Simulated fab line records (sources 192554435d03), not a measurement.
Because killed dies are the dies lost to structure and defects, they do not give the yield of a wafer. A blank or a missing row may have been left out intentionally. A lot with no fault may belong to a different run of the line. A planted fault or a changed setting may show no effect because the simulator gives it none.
fab line records | flow n5_finfet
[record] lots = 7 | wafers = 39
route steps=1938 shown BEOL_M8@1332 BEOL_M9@1443 BEOL_M13@1706
start_h: hours from the record's opening day to when the first of the lot's shown wafers began | wait_h: how many hours have passed since the lot's step before this one | " same as the row above | L1.1+2: several wafers, shown together as one row | - no value, or no start was given | * or withheld: withheld | < > ~ a bound
route shown NAME@n: names a module that has steps shown in the file, with the first one's number in the route | usual: mean and standard deviation over wafers with no fault | same: alike in all rows | chamber/n: place in a boat | sites: per-site readings | _std_site: their standard deviation | _edge_site: the outer-site mean with the inner-site mean subtracted | radius_mm: how far each site lies from the wafer's centre | mask NAME#n: copy n | behind: the tool/chamber that last shaped the wafer | hold: what put the lot on hold/how long, in hours/how the hold closed | device: names the non-switching transistor (n, p or np) | end of line: tests run on the same wafers once the route is complete | step lacking rows: just its recipe | killed: dies lost to structure and defects at the first sort, not the wafer's yield | map: shows each die of a wafer: x if killed, . if not, _ if none is there
set.NAME: the setting the step ran with; set.NAME@STEP: the setting that earlier step ran with | model.NAME: the simulator's own value behind a step, which no gauge read
one table per step and one row per wafer, for lots whose settings were changed on purpose
[[steps]]
[step N5_BEOL_M8_ILD_DEP_00]
[recipe] material = SiCOH_lowk | target_thk_a = 1797.5 | temp_c = 300 | precursor = DEMS/porogen | pressure_torr = 5 | rf_w = 500 | time_s = 33.4
lot.wafer | tool     | chamber | start_h | wait_h | set.target_thk_a | model.SiCOH_lowk_of_BEOL_M8_ILD_DEP_00.thk_nm
L079.1    | pecvd-02 | 1       | 264.25  | 0.0    | 1797.5           | 178.4
L079.2    | "        | 0       | "       | "      | 1797.5           | 177.8
L079.3    | "        | 2       | "       | "      | 1797.5           | 175.6
L079.4    | "        | 1       | "       | "      | 1797.5           | 184.2
L079.5    | "        | 0       | "       | "      | 1797.5           | 181.4
L079.6    | "        | 2       | "       | "      | 1797.5           | 179.8
L075.1    | pecvd-03 | 2       | 266.98  | 0.0    | 1797.5           | 180.2
L075.2    | "        | 1       | "       | "      | 1797.5           | 177.4
L075.3    | "        | 0       | "       | "      | 1797.5           | 176
L075.4    | "        | 2       | "       | "      | 1797.5           | 180
L075.5    | "        | 0       | "       | "      | 1797.5           | 178.4
L075.6    | "        | 1       | "       | "      | 1797.5           | 179.8
L082.1    | pecvd-02 | 2       | 284.45  | 0.0    | 1797.5           | 178.8
L082.2    | "        | 1       | "       | "      | 1797.5           | 180.2
L082.3    | "        | 0       | "       | "      | 1797.5           | 178.6
L082.4+5  | "        | 0,2     | "       | "      | 1797.5           | 179.8
L082.6    | "        | 1       | "       | "      | 1797.5           | 180.6
L086.1    | pecvd-01 | 2       | 310.27  | 0.0    | 768.7            | 75
L086.2    | "        | 1       | "       | "      | 1797.5           | 177.2
L086.3    | "        | 0       | "       | "      | 768.7            | 76.4
L086.4    | "        | 0       | "       | "      | 1797.5           | 180.2
L086.5    | "        | 1       | "       | "      | 1797.5           | 179.6
L086.6    | "        | 2       | "       | "      | 768.7            | 76
L084.1    | pecvd-03 | 0       | 314.80  | 0.0    | 2276             | 227.2
L084.2    | "        | 1       | "       | "      | 1797.5           | 177.8
L084.3    | "        | 2       | "       | "      | 2276             | 227
L084.4    | "        | 0       | "       | "      | 1797.5           | 180.4
L084.5    | "        | 2       | "       | "      | 2276             | 230.4
L084.6    | "        | 1       | "       | "      | 1797.5           | 181.6
L092.1    | pecvd-03 | 2       | 355.21  | 0.0    | 1797.5           | 176.4
L092.2    | "        | 1       | "       | "      | 1797.5           | 178.4
L092.3    | "        | 0       | "       | "      | 1498             | 146.4
L092.4    | "        | 0       | "       | "      | 1498             | 151
L092.5    | "        | 2       | "       | "      | 1498             | 150.4
L092.6    | "        | 1       | "       | "      | 1797.5           | 177.2
L097.1    | pecvd-03 | 1       | 410.19  | 0.0    | 1797.5           | 176.8
L097.2    | "        | 2       | "       | "      | 1797.5           | 179.4
L097.6    | "        | 2       | "       | "      | 1797.5           | 178.6
[step N5_BEOL_M8_CURE_74]
[recipe] temp_c = 385 | time_s = 240 | ambient = He/Ar | material = SiCOH_lowk
lot.wafer | tool       | chamber | start_h | wait_h | set.target_thk_a@BEOL_M8_ILD_DEP_00 | model.SiCOH_lowk_of_BEOL_M8_ILD_DEP_00.thk_nm
L079.1    | uv_cure-02 | 2       | 264.32  | 0.0    | 1797.5                              | 153.8
L079.2    | "          | 2       | "       | "      | 1797.5                              | 153.4
L079.3    | "          | 2       | "       | "      | 1797.5                              | 151.4
L079.4    | "          | 2       | "       | "      | 1797.5                              | 159
L079.5    | "          | 2       | "       | "      | 1797.5                              | 156.4
L079.6    | "          | 2       | "       | "      | 1797.5                              | 155
L075.1+4  | uv_cure-01 | 0       | 267.04  | 0.0    | 1797.5                              | 155.4
L075.2    | "          | 0       | "       | "      | 1797.5                              | 153
L075.3    | "          | 0       | "       | "      | 1797.5                              | 151.6
L075.5    | "          | 0       | "       | "      | 1797.5                              | 154
L075.6    | "          | 0       | "       | "      | 1797.5                              | 155
L082.1    | uv_cure-03 | 0       | 284.56  | 0.1    | 1797.5                              | 154.2
L082.2    | "          | 0       | "       | "      | 1797.5                              | 155.4
L082.3    | "          | 0       | "       | "      | 1797.5                              | 154
L082.4+5  | "          | 0       | "       | "      | 1797.5                              | 155.2
L082.6    | "          | 0       | "       | "      | 1797.5                              | 155.8
L086.1    | uv_cure-01 | 2       | 310.34  | 0.0    | 768.7                               | 64.4
L086.2    | "          | 2       | "       | "      | 1797.5                              | 152.8
L086.3    | "          | 2       | "       | "      | 768.7                               | 65.4
L086.4    | "          | 2       | "       | "      | 1797.5                              | 155.4
L086.5    | "          | 2       | "       | "      | 1797.5                              | 154.8
L086.6    | "          | 2       | "       | "      | 768.7                               | 65.2
L084.1+3  | uv_cure-02 | 2       | 314.86  | 0.0    | 2276                                | 196.4
L084.2    | "          | 2       | "       | "      | 1797.5                              | 153.4
L084.4    | "          | 2       | "       | "      | 1797.5                              | 155.6
L084.5    | "          | 2       | "       | "      | 2276                                | 199.4
L084.6    | "          | 2       | "       | "      | 1797.5                              | 156.6
L092.1    | uv_cure-02 | 1       | 355.28  | 0.0    | 1797.5                              | 152
L092.2    | "          | 1       | "       | "      | 1797.5                              | 153.8
L092.3    | "          | 1       | "       | "      | 1498                                | 126
L092.4    | "          | 1       | "       | "      | 1498                                | 130
L092.5    | "          | 1       | "       | "      | 1498                                | 129.4
L092.6    | "          | 1       | "       | "      | 1797.5                              | 152.8
L097.1    | uv_cure-01 | 2       | 410.64  | 0.4    | 1797.5                              | 152.4
L097.2    | "          | 2       | "       | "      | 1797.5                              | 154.8
L097.6    | "          | 2       | "       | "      | 1797.5                              | 154
[step N5_BEOL_M8_THK_MEAS_01]
[recipe] reads = SiCOH_lowk_of_BEOL_M8_ILD_DEP_00
[usual] M8_ILD_THK = 155.0/1.9
lot.wafer | tool          | chamber | start_h | wait_h | set.target_thk_a@BEOL_M8_ILD_DEP_00 | M8_ILD_THK[nm]
L079.1    | film_metro-01 | -       | 264.83  | 0.4    | 1797.5                              | 153.8
L079.2    | "             | -       | "       | "      | 1797.5                              | 153.4
L079.3    | "             | -       | "       | "      | 1797.5                              | 151.4
L079.4    | "             | -       | "       | "      | 1797.5                              | 158.9
L079.5    | "             | -       | "       | "      | 1797.5                              | 156.4
L079.6    | "             | -       | "       | "      | 1797.5                              | 154.9
L075.1    | film_metro-01 | -       | 267.56  | 0.4    | 1797.5                              | 155.4
L075.2    | "             | -       | "       | "      | 1797.5                              | 153.0
L075.3    | "             | -       | "       | "      | 1797.5                              | 151.7
L075.4    | "             | -       | "       | "      | 1797.5                              | 155.2
L075.5    | "             | -       | "       | "      | 1797.5                              | 153.8
L075.6    | "             | -       | "       | "      | 1797.5                              | 154.9
L082.1    | film_metro-01 | -       | 285.08  | 0.4    | 1797.5                              | 154.1
L082.2    | "             | -       | "       | "      | 1797.5                              | 155.2
L082.3    | "             | -       | "       | "      | 1797.5                              | 154.0
L082.4    | "             | -       | "       | "      | 1797.5                              | 155.0
L082.5    | "             | -       | "       | "      | 1797.5                              | 155.1
L082.6    | "             | -       | "       | "      | 1797.5                              | 155.8
L086.1    | film_metro-02 | -       | 310.85  | 0.4    | 768.7                               | 64.3
L086.2    | "             | -       | "       | "      | 1797.5                              | 152.8
L086.3    | "             | -       | "       | "      | 768.7                               | 65.4
L086.4    | "             | -       | "       | "      | 1797.5                              | 155.6
L086.5    | "             | -       | "       | "      | 1797.5                              | 154.8
L086.6    | "             | -       | "       | "      | 768.7                               | 65.3
L084.1    | film_metro-02 | -       | 315.38  | 0.4    | 2276                                | 196.4
L084.2    | "             | -       | "       | "      | 1797.5                              | 153.4
L084.3    | "             | -       | "       | "      | 2276                                | 196.3
L084.4    | "             | -       | "       | "      | 1797.5                              | 155.6
L084.5    | "             | -       | "       | "      | 2276                                | 199.2
L084.6    | "             | -       | "       | "      | 1797.5                              | 156.7
L092.1    | film_metro-01 | -       | 355.79  | 0.4    | 1797.5                              | 152.0
L092.2    | "             | -       | "       | "      | 1797.5                              | 153.7
L092.3    | "             | -       | "       | "      | 1498                                | 126.0
L092.4    | "             | -       | "       | "      | 1498                                | 129.9
L092.5    | "             | -       | "       | "      | 1498                                | 129.4
L092.6    | "             | -       | "       | "      | 1797.5                              | 152.8
L097.1    | film_metro-01 | -       | 411.16  | 0.4    | 1797.5                              | 152.4
L097.2    | "             | -       | "       | "      | 1797.5                              | 154.7
L097.6    | "             | -       | "       | "      | 1797.5                              | 154.0
[step N5_BEOL_M9_VIA_ETCH_34]
[recipe] chemistry = C4F6/O2 | target = SiCOH_lowk | target_depth_a = 1824 | mask_material = SOC | taper_deg = 4 | time_s = 68.4 | ion_energy_ev = 250 | pressure_mtorr = 30 | source_w = 345 | bias_w = 185 | Ar_flow_sccm = 300 | C4F6_flow_sccm = 10 | O2_flow_sccm = 10
lot.wafer | tool        | chamber | start_h | wait_h | set.target_depth_a | model.etch.depth_nm | model.SOC_of_BEOL_M9_COAT_63.thk_nm
L079.1    | rie_diel-04 | 0       | 277.32  | 0.0    | 1824               | 182                 | 51
L079.2    | "           | 2       | "       | "      | 1824               | 180.1               | 51.4
L079.3    | "           | 3       | "       | "      | 1824               | 181.4               | 51.2
L079.4    | "           | 1       | "       | "      | 1824               | 182                 | 51.2
L079.5    | "           | 1       | "       | "      | 1824               | 182.6               | 51
L079.6    | "           | 0       | "       | "      | 1824               | 181.2               | 50.8
L075.1    | rie_diel-01 | 3       | 281.64  | 0.0    | 1824               | 179.9               | 51.6
L075.2    | "           | 0       | "       | "      | 1824               | 189.3               | 50.6
L075.3    | "           | 1       | "       | "      | 1824               | 187.2               | 50.8
L075.4    | "           | 2       | "       | "      | 1093               | 111.2               | 54.6
L075.5    | "           | 3       | "       | "      | 1093               | 107.6               | 55
L075.6    | "           | 2       | "       | "      | 1093               | 110.2               | 54.6
L082.1    | rie_diel-05 | 2       | 299.04  | 0.0    | 2220               | 223.3               | 48.4
L082.2    | "           | 0       | "       | "      | 2220               | 218.5               | 49
L082.3    | "           | 1       | "       | "      | 1824               | 184.5               | 50.4
L082.4    | "           | 3       | "       | "      | 1824               | 184.3               | 50.6
L082.5    | "           | 0       | "       | "      | 1824               | 179.3               | 50.8
L082.6    | "           | 3       | "       | "      | 2220               | 222.4               | 48.6
L086.1    | rie_diel-04 | 3       | 326.59  | 0.0    | 2482               | 250.4               | 47.6
L086.2    | "           | 2       | "       | "      | 2482               | 244.6               | 48.4
L086.3    | "           | 0       | "       | "      | 1824               | 181.1               | 51.4
L086.4    | "           | 1       | "       | "      | 2482               | 244.2               | 48.2
L086.5    | "           | 3       | "       | "      | 1824               | 184.8               | 50.6
L086.6    | "           | 0       | "       | "      | 1824               | 179.8               | 51.2
L084.1    | rie_diel-05 | 0       | 334.51  | 0.0    | 2105               | 204.7               | 49.8
L084.2    | "           | 1       | "       | "      | 1824               | 183.8               | 50.6
L084.3    | "           | 3       | "       | "      | 1824               | 181.8               | 51
L084.4    | "           | 2       | "       | "      | 2105               | 213.3               | 49.4
L084.5    | "           | 2       | "       | "      | 1824               | 183.2               | 50.8
L084.6    | "           | 1       | "       | "      | 2105               | 210.3               | 49.4
L092.1    | rie_diel-04 | 1       | 369.41  | 0.0    | 2266               | 225                 | 49
L092.2    | "           | 2       | "       | "      | 1824               | 179.4               | 51.2
L092.3    | "           | 3       | "       | "      | 2266               | 234.6               | 48
L092.4    | "           | 0       | "       | "      | 1824               | 180.4               | 51
L092.5    | "           | 3       | "       | "      | 1824               | 189.2               | 50.2
L092.6    | "           | 0       | "       | "      | 2266               | 223.6               | 49
L097.1    | rie_diel-04 | 3       | 423.12  | 0.0    | 1824               | 189.3               | 50.6
L097.2    | "           | 2       | "       | "      | 1824               | 180.3               | 51.4
L097.6    | "           | 3       | "       | "      | 1824               | 187.4               | 50.6
[step N5_BEOL_M13_SPUTTER_44]
[recipe] material = Ta | target_thk_a = 100 | temp_c = 50 | bias_v = 80 | power_w = 15000 | chamber_pressure_pa = 0.07 | time_s = 16.13
lot.wafer    | tool           | chamber | start_h | wait_h | set.target_thk_a | model.Ta_of_BEOL_M13_SPUTTER_44.thk_nm
L079.1+3+4+6 | pvd_sputter-03 | -       | 308.90  | 0.0    | 100              | 9.8
L079.2+5     | "              | -       | "       | "      | 100              | 10
L075.1+6     | pvd_sputter-01 | -       | 325.70  | 0.0    | 120.2            | 11.8
L075.2+5     | "              | -       | "       | "      | 100              | 9.6
L075.3       | "              | -       | "       | "      | 120.2            | 11.6
L075.4       | "              | -       | "       | "      | 100              | 9.8
L082.1       | pvd_sputter-01 | -       | 344.31  | 0.0    | 100              | 10.2
L082.2+5     | "              | -       | "       | "      | 100              | 10
L082.3+4+6   | "              | -       | "       | "      | 115.5            | 11.6
L086.1+2+3+6 | pvd_sputter-02 | -       | 355.03  | 0.0    | 100              | 10.2
L086.4+5     | "              | -       | "       | "      | 100              | 10
L084.1+2     | pvd_sputter-01 | -       | 361.15  | 0.0    | 100              | 9.8
L084.3+4+5+6 | "              | -       | "       | "      | 100              | 10
L092.1+5+6   | pvd_sputter-03 | -       | 399.39  | 0.0    | 100              | 10
L092.2+3+4   | "              | -       | "       | "      | 152.5            | 15.4
L097.1+2+6   | pvd_sputter-01 | -       | 451.86  | 0.0    | 100              | 10
[step N5_BEOL_M13_SPUTTER_45]
[recipe] material = Cu | target_thk_a = 800 | temp_c = -20 | bias_v = 60 | power_w = 26000 | chamber_pressure_pa = 0.13 | time_s = 13.33
[step N5_BEOL_M13_ECD_47]
[recipe] material = Cu | target_thk_a = 9360
[step N5_BEOL_M13_ANNEAL_48]
[recipe] temp_c = 225 | time_s = 90 | ambient = N2
[step N5_BEOL_M13_CMP_49]
[recipe] stop_on = SiOC | t_overpolish_s = 17.1 | down_force_psi = 1 | platen_rpm = 50 | clearing_platen_down_force_psi = 1.5 | clearing_platen_rpm = 50 | post_cmp_clean = cu_alkaline | target_thk_nm = 420 | clearing_platen_pad_velocity_m_s = 0.99484 | pad_velocity_m_s = 0.99484
[usual] barrier_field_endpoint_s = 30.4/0.66
lot.wafer | tool   | chamber | start_h | wait_h | set.target_thk_a@BEOL_M13_SPUTTER_44 | barrier_field_endpoint_s
L079.3    | cmp-01 | 2       | 309.56  | 0.2    | 100                                  | 30.4
L079.1    | "      | 3       | "       | "      | 100                                  | 28.4
L079.2    | "      | 0       | "       | "      | 100                                  | 28.7
L079.4    | "      | 1       | "       | "      | 100                                  | 29.2
L079.6    | "      | 2       | "       | "      | 100                                  | 29.6
L079.5    | "      | 3       | "       | "      | 100                                  | 29.9
L075.4    | cmp-04 | 2       | 326.36  | 0.1    | 100                                  | 30.6
L075.3    | "      | 3       | "       | "      | 120.2                                | 32.9
L075.1    | "      | 0       | "       | "      | 120.2                                | 32.8
L075.2    | "      | 1       | "       | "      | 100                                  | 30.1
L075.5    | "      | 2       | "       | "      | 100                                  | 30.5
L075.6    | "      | 3       | "       | "      | 120.2                                | 33.0
L082.3    | cmp-03 | 2       | 345.79  | 0.3    | 115.5                                | 32.4
L082.2    | "      | 3       | "       | "      | 100                                  | 30.0
L082.1    | "      | 0       | "       | "      | 100                                  | 29.7
L082.4    | "      | 1       | "       | "      | 115.5                                | 33.2
L082.6    | "      | 2       | "       | "      | 115.5                                | 31.9
L082.5    | "      | 3       | "       | "      | 100                                  | 30.2
L086.4    | cmp-04 | 3       | 355.70  | 0.1    | 100                                  | 30.2
L086.3    | "      | 0       | "       | "      | 100                                  | 30.4
L086.1    | "      | 1       | "       | "      | 100                                  | 30.1
L086.2    | "      | 2       | "       | "      | 100                                  | 30.9
L086.5    | "      | 3       | "       | "      | 100                                  | 31.4
L086.6    | "      | 0       | "       | "      | 100                                  | 30.9
L084.3    | cmp-01 | 1       | 361.81  | 0.2    | 100                                  | 29.8
L084.1    | "      | 2       | "       | "      | 100                                  | 30.2
L084.4    | "      | 3       | "       | "      | 100                                  | 30.9
L084.2    | "      | 0       | "       | "      | 100                                  | 30.2
L084.5    | "      | 1       | "       | "      | 100                                  | 29.1
L084.6    | "      | 2       | "       | "      | 100                                  | 30.3
L092.1    | cmp-04 | 0       | 400.05  | 0.3    | 100                                  | 30.3
L092.4    | "      | 1       | "       | "      | 152.5                                | 36.2
L092.3    | "      | 2       | "       | "      | 152.5                                | 38.0
L092.2    | "      | 3       | "       | "      | 152.5                                | 36.9
L092.6    | "      | 0       | "       | "      | 100                                  | 30.8
L092.5    | "      | 1       | "       | "      | 100                                  | 30.5
L097.2    | cmp-03 | 1       | 452.61  | 0.2    | 100                                  | 30.3
L097.1    | "      | 2       | "       | "      | 100                                  | 29.6
L097.6    | "      | 0       | "       | "      | 100                                  | 30.2
[[key]]
[split] step = N5_BEOL_M8_ILD_DEP_00 | setting = target_thk_a | stated = 1797.5 | by = wafer
[response] step = N5_BEOL_M8_ILD_DEP_00 | reading = model.SiCOH_lowk_of_BEOL_M8_ILD_DEP_00.thk_nm | change = +1.8 | per = 1% | r = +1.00
[response] step = N5_BEOL_M8_CURE_74 | reading = model.SiCOH_lowk_of_BEOL_M8_ILD_DEP_00.thk_nm | change = +1.56 | per = 1% | r = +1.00
[response] step = N5_BEOL_M8_THK_MEAS_01 | reading = M8_ILD_THK | change = +1.56 | per = 1% | r = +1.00
[split] step = N5_BEOL_M9_VIA_ETCH_34 | setting = target_depth_a | stated = 1824 | by = wafer
[response] step = N5_BEOL_M9_VIA_ETCH_34 | reading = model.etch.depth_nm | change = +1.83 | per = 1% | r = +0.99
[response] step = N5_BEOL_M9_VIA_ETCH_34 | reading = model.SOC_of_BEOL_M9_COAT_63.thk_nm | change = -0.0883 | per = 1% | r = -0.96
[split] step = N5_BEOL_M13_SPUTTER_44 | setting = target_thk_a | stated = 100 | by = wafer
[response] step = N5_BEOL_M13_SPUTTER_44 | reading = model.Ta_of_BEOL_M13_SPUTTER_44.thk_nm | change = +0.103 | per = 1% | r = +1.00
[response] step = N5_BEOL_M13_CMP_49 | reading = barrier_field_endpoint_s | change = +0.127 | per = 1% | r = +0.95
